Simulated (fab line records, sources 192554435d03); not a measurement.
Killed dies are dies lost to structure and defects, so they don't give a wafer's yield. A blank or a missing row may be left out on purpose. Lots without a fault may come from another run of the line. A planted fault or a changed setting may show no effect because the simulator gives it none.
Chamber matching | flow n5_finfet | N5_FIN_SAQP_STRIP_55 on rie_diel-04: 4 sister chambers
The step strips in N2/H2. 8 wafers are shown with their chamber, then 10 later ones without.

WAFERS WITH THEIR CHAMBER
wafer  | chamber | drypump_motor_current_A (A) | throttle_valve_pct (%)
L083.5 | 3       | 6.05                        | 18.7
L084.4 | 2       | 5.47                        | 19.4
L085.2 | 0       | 5.47                        | 19.2
L086.2 | 1       | 6.04                        | 19.1
L086.3 | 3       | 6.05                        | 18.8
L086.4 | 2       | 5.47                        | 19.4
L088.2 | 1       | 6.05                        | 19.1
L088.5 | 0       | 5.45                        | 19.2

WAFERS WITHOUT THEIR CHAMBER
wafer  | drypump_motor_current_A (A) | throttle_valve_pct (%)
L088.6 | 6.06                        | 19.1
L092.4 | 6.04                        | 18.8
L092.5 | 6.05                        | 19.1
L092.6 | 5.47                        | 19.2
L095.1 | 5.46                        | 19.1
L095.4 | 5.45                        | 19.2
L095.5 | 6.05                        | 18.8
L097.1 | 6.06                        | 18.8
L097.5 | 5.46                        | 19.4
L097.6 | 6.05                        | 18.8

WHICH CHAMBER EACH WENT THROUGH
wafer  | from the rows above | in truth
L088.6 | 1                   | 1
L092.4 | 3                   | 3
L092.5 | 1                   | 1
L092.6 | 0                   | 0
L095.1 | 0                   | 0
L095.4 | 0                   | 0
L095.5 | 3                   | 3
L097.1 | 3                   | 3
L097.5 | 2                   | 2
L097.6 | 3                   | 3
Placed correctly: 10 of 10. Can't be placed from these rows: 0. Placed wrongly: 0.
How it was worked out, from the rows above alone: a wafer's distance from a chamber is the root of the sum, over the readings, of the square of ((its reading less the chamber's mean) divided by the reading's scatter). The wafer belongs to the nearest chamber; if the next one is less than 2 further off, it can't be placed. A chamber's mean is the mean of its shown wafers. The scatter: the root of (the sum of the squares of (reading less its chamber's mean) over the shown wafers, divided by (wafers less chambers)).
